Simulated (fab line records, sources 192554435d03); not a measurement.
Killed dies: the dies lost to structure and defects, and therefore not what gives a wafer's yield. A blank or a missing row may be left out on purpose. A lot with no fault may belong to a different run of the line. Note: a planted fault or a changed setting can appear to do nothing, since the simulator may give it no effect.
fab line records	flow n5-finfet
record lots=12	wafers=36	last-day=18
route steps=1938 shown BEOL_M1@793 PASSIVATION@1925
lots with no fault: from the same line, run without faults
start-h: start of the lot's first displayed wafer, in hours after the record's first day	wait-h: hours from the lot's prior step to this one	" as in the row above	L1.1+2: several wafers, shown together as one row	- either no value or no given start	* or withheld: withheld	< > ~ a bound
route shown NAME@n: names a module that has steps shown in the file, with the first one's number in the route	usual: average and standard deviation across the fault-free wafers	same: alike in all rows	chamber/n: place in a boat	sites: each site's reading	_std_site: standard deviation across them	_edge_site: the outer-site mean with the inner-site mean subtracted	radius-mm: for every site, how far away it sits from the centre of the wafer	mask NAME#n: copy n	behind: the tool/chamber that last shaped the wafer	hold: cause of the lot's hold/its duration in hours/its outcome	device: the n, p or np transistor that did not switch	end of line: the same wafers' tests at the end of the route	a step given without rows: its recipe and nothing more	killed: the dies lost at the first sort to structure and to defects; this is not the yield of the wafer	map: a wafer's dies, x killed, . not, _ none there
set.NAME: the setting that was run; set.NAME@STEP: the one run at that earlier step	model.NAME: the simulator's own value behind a step, which no gauge read
steps of the route over a sample of lots; a table a step, a row a wafer
services: from which hour (start-h, from the record's first day; less than 0 if before it) a tool's chamber was out of use, for how many hours, and why
## steps
# step N5_BEOL_M1_ETCHBACK_99
# recipe chemistry=CHF3	target=SiO2	target-depth-a=50	time-s=10.4	source-w=215	bias-w=47	Ar_flow_sccm=200	CHF3_flow_sccm=12	ion-energy-ev=100	pressure-mtorr=30
# usual drypump-motor-current-A=5.5/0.39	oes-product-au=0.81/0.093	rf-vpp-V=241.4/2.6	showerhead-plenum-p-Torr=2.19/0.056	throttle-valve-pct=17.01/0.23
lot.wafer	tool	chamber	start-h	wait-h	drypump-motor-current-A	oes-product-au	rf-hours-counter-h	rf-vpp-V	showerhead-plenum-p-Torr	throttle-valve-pct
L529.1	rie-diel-05	0	123.78	0.2	6.2	0.75	153	242.5	2.25	17.34
L529.3	"	2	"	"	5.5	0.92	23	238.9	2.19	16.84
L529.6	"	1	"	"	5.6	0.77	-	240.2	2.17	17.06
L531.1	rie-diel-02	2	154.13	10.0	5.6	0.75	153	241.1	2.14	16.82
L531.3	"	3	"	"	5.2	0.72	164	245.1	2.25	17.33
L531.6	"	1	"	"	4.9	0.68	-	237.7	2.20	17.14
L532.1	rie-diel-05	2	154.25	9.9	5.5	0.91	30	240.6	2.18	16.87
L532.3	"	1	"	"	5.6	0.76	144	240.2	2.17	17.06
L532.6	"	1	"	"	5.6	0.76	-	239.8	2.17	17.06
L533.2	rie-diel-02	0	157.17	8.9	5.4	0.68	249	239.9	2.02	17.06
L533.4	"	2	"	"	5.6	0.75	154	238.9	2.14	16.82
L533.5	"	1	"	"	4.9	0.68	-	238.8	2.20	17.14
L534.1	rie-diel-05	3	157.20	3.8	5.6	0.93	13	240.9	2.13	16.93
L534.3	"	0	"	"	6.2	0.75	162	242.8	2.24	17.35
L534.4	"	2	"	"	5.5	0.90	31	240.5	2.19	16.86
L536.1	rie-diel-02	3	167.12	0.1	5.2	0.72	167	245.3	2.25	17.32
L536.4	"	2	"	"	5.6	0.74	-	239.3	2.14	16.83
L536.5	"	1	"	"	4.9	0.68	-	239.2	2.20	17.14
L537.1	rie-diel-05	2	187.87	7.0	5.5	0.89	40	240.4	2.18	16.88
L537.3	"	1	"	"	5.6	0.74	153	239.7	2.17	17.08
L537.5	"	3	"	"	5.6	0.91	-	240.6	2.13	16.95
L541.1	rie-diel-04	2	212.23	3.9	6.4	0.87	56	244.2	2.19	17.11
L541.3	"	0	"	"	5.9	0.76	148	237.8	2.16	16.99
L541.4	"	1	"	"	5.4	0.91	19	241.9	2.10	16.78
L542.2	rie-diel-05	0	212.32	4.1	6.2	0.74	178	243.5	2.24	17.38
L542.3	"	1	"	"	5.6	0.74	161	239.7	2.16	17.08
L542.5	"	0	"	"	6.2	0.73	-	243.0	2.24	17.37
L549.1	rie-diel-02	3	254.19	0.7	5.2	0.70	192	244.8	2.24	17.37
L549.5	"	0	"	"	5.3	0.92	-	243.6	2.28	16.67
L549.6	"	1	"	"	4.9	0.93	-	238.4	2.19	16.74
L550.2	rie-diel-02	0	258.34	4.6	5.3	0.91	24	242.2	2.28	16.66
L550.4	"	3	"	"	5.2	0.69	-	245.3	2.24	17.36
L550.6	"	1	"	"	4.9	0.92	-	237.8	2.19	16.74
L551.1	rie-diel-02	0	263.14	3.0	5.4	0.91	26	241.1	2.28	16.66
L551.5	"	3	"	"	5.2	0.70	-	245.0	2.23	17.36
L551.6	"	2	"	"	5.5	0.73	-	240.7	2.13	16.88
# step N5_PASSIVATION_CD_MEAS_44
# recipe target-cd-nm=40000	landing-energy-ev=500	detector=se-inlens
# usual cd-nm=40001/3.7
lot.wafer	tool	chamber	start-h	wait-h	cd-nm
L529.1	cd-sem-02	0	284.97	-	40000
L529.3	"	0	"	"	40010
L529.6	"	0	"	"	40003
L531.1	cd-sem-01	0	299.74	-	39993
L531.3	"	0	"	"	39998
L531.6	"	0	"	"	39997
L534.1	cd-sem-01	0	300.43	-	39994
L534.3	"	0	"	"	40000
L534.4	"	0	"	"	40000
L533.2	cd-sem-01	0	303.28	-	39997
L533.4	"	0	"	"	39996
L533.5	"	0	"	"	39997
L532.1	cd-sem-01	0	306.41	-	40005
L532.3	"	0	"	"	40007
L532.6	"	0	"	"	40002
L536.1	cd-sem-02	0	326.92	-	40002
L536.4	"	0	"	"	39997
L536.5	"	0	"	"	39995
L537.1	cd-sem-02	0	327.15	-	40001
L537.3	"	0	"	"	39998
L537.5	"	0	"	"	40006
L542.2	cd-sem-02	0	360.72	-	39998
L542.3	"	0	"	"	40003
L542.5	"	0	"	"	40002
L541.1	cd-sem-02	0	361.32	-	40004
L541.3	"	0	"	"	39999
L541.4	"	0	"	"	40003
L549.1	cd-sem-01	0	408.32	-	40005
L549.5	"	0	"	"	40000
L549.6	"	0	"	"	39997
L550.2	cd-sem-02	0	414.80	-	40007
L550.4	"	0	"	"	40005
L550.6	"	0	"	"	40003
L551.1	cd-sem-03	0	422.36	-	40000
L551.5	"	0	"	"	40000
L551.6	"	0	"	"	40005
# step N5_PASSIVATION_PASS_ETCH_47
# recipe chemistry=CF4/O2	target=SiNx	target-depth-a=7700	time-s=385	ion-energy-ev=100	pressure-mtorr=40	source-w=535	bias-w=49	Ar_flow_sccm=100	cf4-flow-sccm=100	O2_flow_sccm=10
# usual drypump-motor-current-A=5.7/0.52	oes-product-au=0.81/0.077	rf-vpp-V=240/4.4	showerhead-plenum-p-Torr=2.25/0.065	throttle-valve-pct=15.77/0.21
lot.wafer	tool	chamber	start-h	wait-h	drypump-motor-current-A	oes-product-au	rf-hours-counter-h	rf-vpp-V	showerhead-plenum-p-Torr	throttle-valve-pct
L529.1	rie-diel-01	2	285.28	0.0	5.2	0.80	100	242	2.32	15.76
L529.3	"	1	"	"	5.7	0.93	24	236	2.36	15.48
L529.6	"	0	"	"	6.3	0.73	-	242	2.28	15.78
L531.1	rie-diel-03	0	299.99	0.0	5.2	0.83	75	245	2.22	15.64
L531.3	"	2	"	"	5.0	0.77	119	235	2.23	16.16
L531.6	"	2	"	"	5.0	0.78	-	234	2.23	16.16
L534.1	rie-diel-06	0	300.83	0.0	5.7	1.00	0	248	2.27	15.52
L534.3	"	3	"	"	5.4	0.87	36	237	2.33	15.71
L534.4	"	2	"	"	6.3	0.92	25	234	2.16	15.54
L533.2	rie-diel-01	1	303.54	0.0	5.7	0.91	31	236	2.35	15.51
L533.4	"	3	"	"	6.6	0.87	39	244	2.24	15.63
L533.5	"	1	"	"	5.8	0.91	-	235	2.35	15.51
L532.1	rie-diel-01	3	306.53	0.0	6.6	0.86	39	245	2.24	15.62
L532.3	"	2	"	"	5.2	0.80	108	243	2.31	15.77
L532.6	"	0	"	"	6.3	0.73	-	240	2.28	15.80
L536.1	rie-diel-03	0	327.04	0.0	5.2	0.81	84	244	2.21	15.65
L536.4	"	3	"	"	6.0	0.76	158	238	2.11	15.97
L536.5	"	3	"	"	5.9	0.76	-	238	2.11	15.97
L537.1	rie-diel-06	3	327.28	0.0	5.4	0.86	47	238	2.33	15.72
L537.3	"	2	"	"	6.3	0.91	34	233	2.15	15.55
L537.5	"	3	"	"	5.4	0.87	-	238	2.33	15.74
L542.2	rie-diel-03	1	360.85	0.0	5.5	0.67	249	240	2.25	16.06
L542.3	"	0	"	"	5.2	0.81	95	244	2.21	15.67
L542.5	"	0	"	"	5.2	0.80	-	242	2.21	15.67
L541.1	rie-diel-06	0	361.44	0.0	5.7	0.92	23	250	2.26	15.57
L541.3	"	2	"	"	6.3	0.89	48	234	2.15	15.58
L541.4	"	3	"	"	5.4	0.84	60	236	2.32	15.77
L549.1	rie-diel-06	2	408.45	0.0	6.3	0.85	64	233	2.14	15.60
L549.5	"	0	"	"	5.7	0.88	-	249	2.25	15.60
L549.6	"	3	"	"	5.4	0.82	-	236	2.32	15.80
L550.2	rie-diel-01	1	414.94	0.0	5.8	0.85	67	235	2.34	15.58
L550.4	"	3	"	"	6.5	0.82	75	244	2.23	15.70
L550.6	"	3	"	"	6.6	0.81	-	244	2.23	15.70
L551.1	rie-diel-01	3	422.48	0.0	6.6	0.82	77	245	2.23	15.70
L551.5	"	1	"	"	5.7	0.85	-	233	2.34	15.58
L551.6	"	2	"	"	5.2	0.76	-	242	2.30	15.84
# step N5_PASSIVATION_PROBE_49
# usual defect-limited-yield=91.4/1.5	killed_at_M0_to_M3=34/10	killed_at_M4_up=15/6	killed-at-contacts=12/6	killed-at-front-end=37/11	killed-at-other=3.3/2.8	killed-dies=101/18	killed-open=66/14	killed-short=33/7.8	sort_bin_5_function=5.0/0.97	sort_bin_6_memory=3.2/0.72	sort_bin_8_speed=0.00/0.01	sort-n-pass=1079/18	sort-yield-pct=91.4/1.5
# same gross-dies=1180	killed-at-back-side=0	sort_bin_4_leakage[%]=0
lot.wafer	tool	chamber	start-h	wait-h	defect-limited-yield[%]	killed_at_M0_to_M3	killed_at_M4_up	killed-at-contacts	killed-at-front-end	killed-at-other	killed-dies	killed-open	killed-short	sort_bin_5_function[%]	sort_bin_6_memory[%]	sort_bin_8_speed[%]	sort-n-pass	sort-yield-pct[%]
L529.1	prober-02	-	288.29	0.0	92.5	35	11	12	24	6	88	53	35	4.2	3.1	0	1092	92.5
L529.3	prober-02	-	288.39	0.1	92.6	26	13	14	29	5	87	48	38	3.7	3.3	0	1093	92.6
L529.6	prober-02	-	288.54	0.3	92.5	36	7	8	32	6	89	64	24	4.2	3.1	0	1091	92.5
L531.1	prober-01	-	303.00	0.0	92.1	39	9	10	33	2	93	55	36	4.6	3.0	0	1087	92.1
L531.3	prober-01	-	303.10	0.1	91.9	41	13	6	31	4	95	69	25	4.3	3.1	0	1085	91.9
L531.6	prober-01	-	303.25	0.3	92.2	28	6	7	45	6	92	58	34	4.7	2.9	0	1088	92.2
L534.1	prober-02	-	304.26	0.0	91.8	27	6	5	46	13	97	62	35	5.2	2.5	0	1083	91.8
L534.3	prober-02	-	304.36	0.1	91.7	27	13	12	36	10	98	58	32	4.4	3.1	0.08	1081	91.6
L534.4	prober-02	-	304.41	0.2	89.5	69	10	13	25	7	124	90	34	6.4	3.8	0	1056	89.5
L533.2	prober-02	-	306.60	0.1	90.9	50	12	15	26	4	107	71	36	6.0	2.8	0	1073	90.9
L533.4	prober-02	-	306.70	0.2	90.8	37	9	15	47	0	108	59	44	4.9	3.7	0	1072	90.8
L533.5	prober-02	-	306.75	0.2	90.1	44	13	5	50	5	117	77	39	5.7	3.8	0	1063	90.1
L532.1	prober-02	-	309.54	0.0	91.1	45	15	7	36	2	105	76	26	5.8	3.1	0	1075	91.1
L532.3	prober-02	-	309.64	0.1	92.5	24	10	11	38	5	88	54	26	3.9	3.0	0	1092	92.5
L532.6	prober-02	-	309.79	0.3	91.0	50	19	0	33	4	106	67	37	4.7	3.7	0	1074	91.0
L537.1	prober-01	-	330.28	0.0	89.7	52	20	4	43	2	121	80	40	6.2	3.5	0	1059	89.7
L537.3	prober-01	-	330.38	0.1	91.4	40	17	10	30	5	102	59	42	5.3	2.8	0	1078	91.4
L537.5	prober-01	-	330.48	0.2	87.5	61	32	14	40	0	147	87	56	6.4	5.3	0	1033	87.5
L536.1	prober-02	-	330.86	0.0	91.4	27	23	16	35	1	102	76	23	4.6	3.9	0	1078	91.4
L536.4	prober-02	-	331.01	0.2	92.2	32	13	18	24	5	92	71	20	4.4	3.1	0	1088	92.2
L536.5	prober-02	-	331.06	0.2	92.5	33	12	18	25	1	89	66	22	4.5	2.7	0	1091	92.5
L542.2	prober-01	-	363.90	0.1	94.2	18	15	13	23	0	69	48	21	3.3	2.4	0	1111	94.2
L542.3	prober-01	-	363.95	0.1	87.8	43	22	27	52	0	144	110	34	7.3	4.7	0	1036	87.8
L542.5	prober-01	-	364.05	0.2	92.5	20	10	10	48	1	89	57	30	4.8	2.5	0	1091	92.5
L541.1	prober-02	-	365.83	0.0	89.9	42	12	11	53	1	119	78	41	5.0	4.8	0	1061	89.9
L541.3	prober-02	-	365.93	0.1	91.9	38	17	5	35	0	95	58	37	4.6	3.1	0	1085	91.9
L541.4	prober-02	-	365.98	0.2	90.8	30	9	3	63	3	108	70	38	5.1	3.3	0	1072	90.8
L549.1	prober-02	-	411.45	0.0	91.8	26	11	10	47	3	97	54	37	4.7	2.5	0	1083	91.8
L549.5	prober-02	-	411.65	0.2	91.9	19	16	9	51	1	96	61	31	4.4	3.6	0	1084	91.9
L549.6	prober-02	-	411.70	0.3	91.8	34	12	13	38	0	97	63	31	4.7	3.3	0	1083	91.8
L550.2	prober-02	-	418.00	0.1	81.6	147	22	7	31	10	217	72	34	11.9	4.7	0	963	81.6
L550.4	prober-02	-	418.10	0.2	92.6	41	12	4	28	2	87	47	40	4.2	3.0	0	1093	92.6
L550.6	prober-02	-	418.20	0.3	93.2	29	10	8	28	5	80	53	27	4.1	2.3	0	1100	93.2
L551.1	prober-02	-	425.50	0.0	82.5	150	10	8	33	5	206	56	26	11.0	4.5	0	974	82.5
L551.5	prober-02	-	425.70	0.2	91.5	36	12	7	34	11	100	62	36	4.6	3.4	0	1080	91.5
L551.6	prober-02	-	425.75	0.3	92.7	17	10	9	47	3	86	51	26	4.0	2.8	0	1094	92.7
# killed by level:class
L529.1 FIN_SAQP:geometric-particle:open=9 BEOL_M0_SAQP:geometric-particle:open=8 MOL_CONTACT_COAG:geometric-particle:open=7 BEOL_M0_SAQP:geometric-particle:short=6 BEOL_M1:geometric-particle:open=6 MOL_CONTACT_COAG:geometric-particle:short=5 BEOL_M2:geometric-particle:short=5 BEOL_M4:geometric-particle:open=5
L529.3 FIN_SAQP:geometric-particle:short=10 FIN_SAQP:geometric-particle:open=9 MOL_CONTACT_COAG:geometric-particle:open=9 BEOL_M0_SAQP:geometric-particle:open=7 BEOL_M0_SAQP:geometric-particle:short=7 BEOL_M1:geometric-particle:open=7 MOL_CONTACT_COAG:geometric-particle:short=5 BEOL_M4:geometric-particle:open=5
L529.6 BEOL_M3:geometric-particle:open=10 FIN_SAQP:geometric-particle:open=9 BEOL_M1:geometric-particle:open=8 STI_FIN_REVEAL:geometric-particle:open=7 MOL_CONTACT_COAG:geometric-particle:open=7 BEOL_M0_SAQP:geometric-particle:open=5 BEOL_M0_SAQP:geometric-particle:short=5 BEOL_M1:geometric-particle:short=5
L531.1 BEOL_M0_SAQP:geometric-particle:short=10 MOL_CONTACT_COAG:geometric-particle:open=9 ILD0:geometric-particle:short=8 BEOL_M0_SAQP:geometric-particle:open=6 ILD0:geometric-particle:open=5 BEOL_M1:geometric-particle:short=5 BEOL_M3:geometric-particle:open=5 BEOL_M1:geometric-particle:open=4
L531.3 BEOL_M0_SAQP:geometric-particle:open=13 BEOL_M1:geometric-particle:open=10 FIN_SAQP:geometric-particle:open=8 BEOL_M4:geometric-particle:open=6 BEOL_M6:geometric-particle:open=5 FIN_SAQP:geometric-particle:short=4 DUMMY_GATE:geometric-particle:open=4 BEOL_M0_SAQP:geometric-particle:short=4
L531.6 BEOL_M0_SAQP:geometric-particle:open=10 FIN_SAQP:geometric-particle:short=8 FIN_SAQP:geometric-particle:open=7 MOL_CONTACT_COAG:geometric-particle:open=6 STI_FIN_REVEAL:geometric-particle:open=5 GATE_CUT:geometric-particle:short=5 GATE_CUT:geometric-particle:open=5 BEOL_M0_SAQP:geometric-particle:short=5
L534.1 FIN_SAQP:geometric-particle:open=10 STI_FIN_REVEAL:geometric-particle:open=10 BEOL_M2:geometric-particle:open=9 BEOL_M3:geometric-particle:open=7 GATE_CUT:geometric-particle:open=5 MIM_TOP_ETCH:geometric-particle:short=5 GATE_CUT:geometric-particle:short=4 STARTING-WAFER:geometric-particle:short=4
L534.3 MOL_CONTACT_COAG:geometric-particle:open=11 FIN_SAQP:geometric-particle:short=8 BEOL_M2:geometric-particle:open=7 GATE_CUT:geometric-particle:short=6 BEOL_M4:geometric-particle:open=6 HKMG_FIN:area-etch=6 BEOL_M1:geometric-particle:open=5 FIN_SAQP:geometric-particle:open=4
L534.4 BEOL_M2:geometric-particle:open=32 MOL_CONTACT_COAG:geometric-particle:open=12 BEOL_M1:geometric-particle:open=9 BEOL_M2:geometric-particle:short=9 FIN_SAQP:geometric-particle:open=6 BEOL_M0_SAQP:geometric-particle:open=6 STI_FIN_REVEAL:geometric-particle:open=5 BEOL_M3:geometric-particle:open=5
L533.2 BEOL_M3:geometric-particle:open=10 STI_FIN_REVEAL:geometric-particle:open=9 MOL_CONTACT_COAG:geometric-particle:open=9 BEOL_M2:geometric-particle:open=9 BEOL_M0_SAQP:geometric-particle:open=7 BEOL_M3:geometric-particle:short=7 MOL_CONTACT_COAG:geometric-particle:short=6 BEOL_M0_SAQP:geometric-particle:short=6
L533.4 FIN_SAQP:geometric-particle:short=14 MOL_CONTACT_COAG:geometric-particle:open=13 BEOL_M2:geometric-particle:open=11 BEOL_M0_SAQP:geometric-particle:short=10 STI_FIN_REVEAL:geometric-particle:open=7 FIN_SAQP:geometric-particle:open=6 BEOL_M0_SAQP:geometric-particle:open=6 ILD0:geometric-particle:short=4
L533.5 FIN_SAQP:geometric-particle:open=20 FIN_SAQP:geometric-particle:short=9 BEOL_M1:geometric-particle:open=9 BEOL_M2:geometric-particle:open=8 BEOL_M0_SAQP:geometric-particle:short=6 BEOL_M3:geometric-particle:open=6 DUMMY_GATE:geometric-particle:open=4 GATE_CUT:geometric-particle:open=4
L532.1 STI_FIN_REVEAL:geometric-particle:open=15 BEOL_M2:geometric-particle:open=12 BEOL_M1:geometric-particle:open=11 BEOL_M4:geometric-particle:open=9 BEOL_M0_SAQP:geometric-particle:short=8 BEOL_M0_SAQP:geometric-particle:open=7 GATE_CUT:geometric-particle:short=5 BEOL_M3:geometric-particle:open=5
L532.3 MOL_CONTACT_COAG:geometric-particle:open=9 STI_FIN_REVEAL:geometric-particle:open=7 BEOL_M2:geometric-particle:open=7 HKMG_FIN:area-etch=7 BEOL_M3:geometric-particle:open=6 FIN_SAQP:geometric-particle:short=5 DUMMY_GATE:geometric-particle:open=4 STARTING-WAFER:geometric-particle:short=4
L532.6 BEOL_M3:geometric-particle:open=16 BEOL_M4:geometric-particle:open=10 BEOL_M1:geometric-particle:open=10 STI_FIN_REVEAL:geometric-particle:open=9 GATE_CUT:geometric-particle:short=6 BEOL_M2:geometric-particle:open=6 STARTING-WAFER:geometric-particle:short=5 GATE_CUT:geometric-particle:open=4
L537.1 BEOL_M0_SAQP:geometric-particle:open=19 FIN_SAQP:geometric-particle:open=13 BEOL_M4:geometric-particle:open=12 BEOL_M0_SAQP:geometric-particle:short=11 BEOL_M2:geometric-particle:open=10 FIN_SAQP:geometric-particle:short=8 STI_FIN_REVEAL:geometric-particle:open=5 BEOL_M1:geometric-particle:open=4
L537.3 BEOL_M0_SAQP:geometric-particle:short=12 BEOL_M0_SAQP:geometric-particle:open=9 MOL_CONTACT_COAG:geometric-particle:open=8 FIN_SAQP:geometric-particle:short=8 FIN_SAQP:geometric-particle:open=7 BEOL_M4:geometric-particle:open=7 BEOL_M2:geometric-particle:open=5 BEOL_M7:geometric-particle:open=5
L537.5 BEOL_M0_SAQP:geometric-particle:short=21 BEOL_M4:geometric-particle:open=17 BEOL_M0_SAQP:geometric-particle:open=14 MOL_CONTACT_COAG:geometric-particle:open=9 BEOL_M2:geometric-particle:open=8 FIN_SAQP:geometric-particle:short=6 BEOL_M1:geometric-particle:open=6 FIN_SAQP:geometric-particle:open=5
L536.1 MOL_CONTACT_COAG:geometric-particle:open=15 DUMMY_GATE:geometric-particle:open=10 BEOL_M4:geometric-particle:open=10 GATE_CUT:geometric-particle:short=5 BEOL_M0_SAQP:geometric-particle:short=5 BEOL_M2:geometric-particle:open=5 FIN_SAQP:geometric-particle:open=4 BEOL_M0_SAQP:geometric-particle:open=4
L536.4 MOL_CONTACT_COAG:geometric-particle:open=16 BEOL_M1:geometric-particle:open=7 BEOL_M2:geometric-particle:open=7 STI_FIN_REVEAL:geometric-particle:open=6 BEOL_M0_SAQP:geometric-particle:short=6 BEOL_M4:geometric-particle:open=6 FIN_SAQP:geometric-particle:open=5 BEOL_M0_SAQP:geometric-particle:open=5
L536.5 MOL_CONTACT_COAG:geometric-particle:open=16 BEOL_M1:geometric-particle:open=8 BEOL_M0_SAQP:geometric-particle:open=7 BEOL_M4:geometric-particle:open=5 BEOL_M3:geometric-particle:open=5 GATE_CUT:geometric-particle:open=4 GATE_CUT:geometric-particle:short=4 BEOL_M0_SAQP:geometric-particle:short=4
L542.2 MOL_CONTACT_COAG:geometric-particle:open=10 BEOL_M4:geometric-particle:open=7 STI_FIN_REVEAL:geometric-particle:open=5 STARTING-WAFER:geometric-particle:short=5 DUMMY_GATE:geometric-particle:open=4 BEOL_M2:geometric-particle:open=4 STARTING-WAFER:geometric-particle:open=4 MOL_CONTACT_COAG:geometric-particle:short=3
L542.3 MOL_CONTACT_COAG:geometric-particle:open=25 STI_FIN_REVEAL:geometric-particle:open=16 FIN_SAQP:geometric-particle:open=13 BEOL_M2:geometric-particle:open=10 FIN_SAQP:geometric-particle:short=9 BEOL_M3:geometric-particle:open=9 BEOL_M0_SAQP:geometric-particle:short=8 BEOL_M4:geometric-particle:open=7
L542.5 STI_FIN_REVEAL:geometric-particle:open=16 MOL_CONTACT_COAG:geometric-particle:open=8 STARTING-WAFER:geometric-particle:short=7 FIN_SAQP:geometric-particle:open=6 BEOL_M3:geometric-particle:open=6 BEOL_M2:geometric-particle:open=5 FIN_SAQP:geometric-particle:short=4 GATE_CUT:geometric-particle:open=4
L541.1 FIN_SAQP:geometric-particle:short=12 FIN_SAQP:geometric-particle:open=11 DUMMY_GATE:geometric-particle:open=11 MOL_CONTACT_COAG:geometric-particle:open=11 BEOL_M0_SAQP:geometric-particle:open=11 BEOL_M3:geometric-particle:open=9 BEOL_M0_SAQP:geometric-particle:short=6 BEOL_M0:geometric-particle:short=5
L541.3 BEOL_M4:geometric-particle:open=10 FIN_SAQP:geometric-particle:short=9 BEOL_M0_SAQP:geometric-particle:open=9 BEOL_M3:geometric-particle:open=7 BEOL_M0_SAQP:geometric-particle:short=5 BEOL_M0:geometric-particle:open=5 DUMMY_GATE:geometric-particle:short=4 DUMMY_GATE:geometric-particle:open=4
L541.4 FIN_SAQP:geometric-particle:short=15 FIN_SAQP:geometric-particle:open=14 DUMMY_GATE:geometric-particle:open=12 BEOL_M0_SAQP:geometric-particle:open=8 STI_FIN_REVEAL:geometric-particle:open=5 BEOL_M0:geometric-particle:open=5 BEOL_M4:geometric-particle:open=5 BEOL_M1:geometric-particle:open=4
L549.1 BEOL_M2:geometric-particle:open=9 DUMMY_GATE:geometric-particle:open=8 FIN_SAQP:geometric-particle:short=7 STI_FIN_REVEAL:geometric-particle:short=7 MOL_CONTACT_COAG:geometric-particle:open=7 GATE_CUT:geometric-particle:open=6 STI_FIN_REVEAL:geometric-particle:open=6 HKMG_FIN:area-etch=5
L549.5 FIN_SAQP:geometric-particle:short=16 BEOL_M2:geometric-particle:open=11 FIN_SAQP:geometric-particle:open=6 GATE_CUT:geometric-particle:short=6 DUMMY_GATE:geometric-particle:open=6 MOL_CONTACT_COAG:geometric-particle:open=6 BEOL_M4:geometric-particle:open=5 BEOL_M6:geometric-particle:open=5
L549.6 MOL_CONTACT_COAG:geometric-particle:open=12 STI_FIN_REVEAL:geometric-particle:open=10 BEOL_M0_SAQP:geometric-particle:short=8 BEOL_M2:geometric-particle:open=8 STARTING-WAFER:geometric-particle:short=6 FIN_SAQP:geometric-particle:open=5 DUMMY_GATE:geometric-particle:open=5 BEOL_M4:geometric-particle:open=5
L550.2 BEOL_M1:unspecified=111 BEOL_M4:geometric-particle:open=11 BEOL_M1:geometric-particle:open=10 FIN_SAQP:geometric-particle:open=9 FIN_SAQP:geometric-particle:short=6 BEOL_M3:geometric-particle:open=6 MOL_CONTACT_COAG:geometric-particle:open=6 BEOL_M2:geometric-particle:open=6
L550.4 BEOL_M0_SAQP:geometric-particle:short=18 BEOL_M0_SAQP:geometric-particle:open=17 FIN_SAQP:geometric-particle:open=8 GATE_CUT:geometric-particle:short=6 MOL_CONTACT_COAG:geometric-particle:open=4 BEOL_M4:geometric-particle:short=4 STARTING-WAFER:geometric-particle:short=4 DUMMY_GATE:geometric-particle:open=3
L550.6 FIN_SAQP:geometric-particle:open=7 MOL_CONTACT_COAG:geometric-particle:open=7 BEOL_M0_SAQP:geometric-particle:open=7 BEOL_M2:geometric-particle:open=7 BEOL_M0_SAQP:geometric-particle:short=6 FIN_SAQP:geometric-particle:short=5 DUMMY_GATE:geometric-particle:open=4 STI_FIN_REVEAL:geometric-particle:open=3
L551.1 BEOL_M1:unspecified=120 FIN_SAQP:geometric-particle:open=11 DUMMY_GATE:geometric-particle:open=9 BEOL_M0_SAQP:geometric-particle:open=6 MOL_CONTACT_COAG:geometric-particle:open=5 BEOL_M0_SAQP:geometric-particle:short=5 BEOL_M2:geometric-particle:open=5 BEOL_M3:geometric-particle:open=5
L551.5 FIN_SAQP:geometric-particle:open=8 BEOL_M1:geometric-particle:open=8 FIN_SAQP:geometric-particle:short=7 BEOL_M4:geometric-particle:open=7 BEOL_M0_SAQP:geometric-particle:short=6 BEOL_M3:geometric-particle:open=6 MOL_CONTACT_COAG:geometric-particle:open=5 BEOL_M0_SAQP:geometric-particle:open=5
L551.6 FIN_SAQP:geometric-particle:open=10 FIN_SAQP:geometric-particle:short=7 STI_FIN_REVEAL:geometric-particle:open=7 MOL_CONTACT_COAG:geometric-particle:open=7 BEOL_M0_SAQP:geometric-particle:short=6 BEOL_M0_SAQP:geometric-particle:open=6 DUMMY_GATE:geometric-particle:open=5 HKMG_FIN:area-etch=5
## services
tool	chamber	start-h	hours	kind
rie-diel-01	0	107.19	29.5	repair
rie-diel-05	1	112.71	3.3	repair
rie-diel-02	2	145.20	5.7	repair
rie-diel-06	2	169.03	5.1	repair
rie-diel-01	3	172.08	16.0	repair
rie-diel-02	-	174.67	14.6	pm
rie-diel-01	1	175.77	9.0	repair
rie-diel-06	-	183.10	0.2	repair
rie-diel-02	0	190.78	2.9	repair
rie-diel-02	3	201.95	4.0	repair
rie-diel-05	3	210.20	15.3	repair
rie-diel-06	-	233.19	15.6	pm
rie-diel-06	3	251.02	9.4	repair
rie-diel-06	0	263.94	4.2	repair
rie-diel-02	3	264.08	11.4	repair
rie-diel-02	-	271.71	2.8	pm
rie-diel-06	-	277.23	4.3	pm
rie-diel-01	0	287.50	1.8	repair
rie-diel-02	-	300.28	4.0	repair
rie-diel-02	0	322.58	9.6	repair
rie-diel-02	-	337.47	0.7	repair
rie-diel-05	3	351.34	12.4	repair
rie-diel-01	-	373.96	1.1	repair
rie-diel-01	1	378.85	1.3	repair
## key
first-sign step=N5_PASSIVATION_PROBE_49	reading=killed_at_M0_to_M3	direction=up	sigmas=11	usual=34	struck=148
effect step=N5_PASSIVATION_PROBE_49	reading=defect-limited-yield	direction=down	sigmas=6.2	usual=91.4	struck=82.1
more-kills-born-at N5_BEOL_M1_ETCHBACK_99@rie-diel-02=231
met-at N5_BEOL_M1_ETCHBACK_99
struck-lots L550,L551
struck-wafers L550.2,L551.1
not-acting-at N5_PASSIVATION_CD_MEAS_44,N5_PASSIVATION_PASS_ETCH_47
onset-between 254.19 258.34
fault kind=chamber-particle-source	tool=rie-diel-02	chamber=0	onset-h=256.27	steps=N5_BEOL_M1_ETCHBACK_99	rate-per-visit-cm2=0.70476	end-h=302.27
